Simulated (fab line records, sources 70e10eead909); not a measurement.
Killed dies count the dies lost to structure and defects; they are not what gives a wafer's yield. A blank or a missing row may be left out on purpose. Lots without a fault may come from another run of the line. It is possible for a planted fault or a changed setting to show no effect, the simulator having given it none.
Chamber matching -- flow nand harc -- 3 sister chambers for NHARC_A_CHANNEL_HOLE_D2_DEP_01 on pecvd-01
The step deposits SiON, target thk 140 nm. 3 wafers are shown with their chamber, then 8 later ones without.

## EACH WAFER AND ITS CHAMBER
wafer,chamber,heater power w (W)
L087.3,2,860
L087.6,0,970
L091.1,1,862

## WAFERS WITH NO CHAMBER GIVEN
wafer,heater power w (W)
L091.2,924
L091.3,877
L090.2,757
L090.4,977
L090.5,811
L094.1,844
L094.2,903
L094.3,949

## EACH ONE'S CHAMBER
wafer,from the rows above,in truth
L091.2,can't be placed: 0 or 1 or 2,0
L091.3,can't be placed: 1 or 2 or 0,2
L090.2,can't be placed: 2 or 1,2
L090.4,0,0
L090.5,can't be placed: 2 or 1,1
L094.1,can't be placed: 2 or 1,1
L094.2,can't be placed: 1 or 2 or 0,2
L094.3,can't be placed: 0 or 1 or 2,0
1 of 8 placed correctly. Unplaceable from these rows: 7, with the true chamber sitting among the candidates in 7. Placed wrongly: 0.
How it was worked out, from the rows above alone: a wafer's distance from a chamber is the root of the sum, over the readings, of the square of ((its reading less the chamber's mean) divided by the reading's scatter). If the next closest chamber is less than 2 further off than the closest, the wafer can't be placed; otherwise it belongs to the closest. A chamber's mean is the mean of its shown wafers. The scatter: with one shown wafer a chamber, the root of the mean of the squares of how far each hidden wafer lies from its nearest shown one.
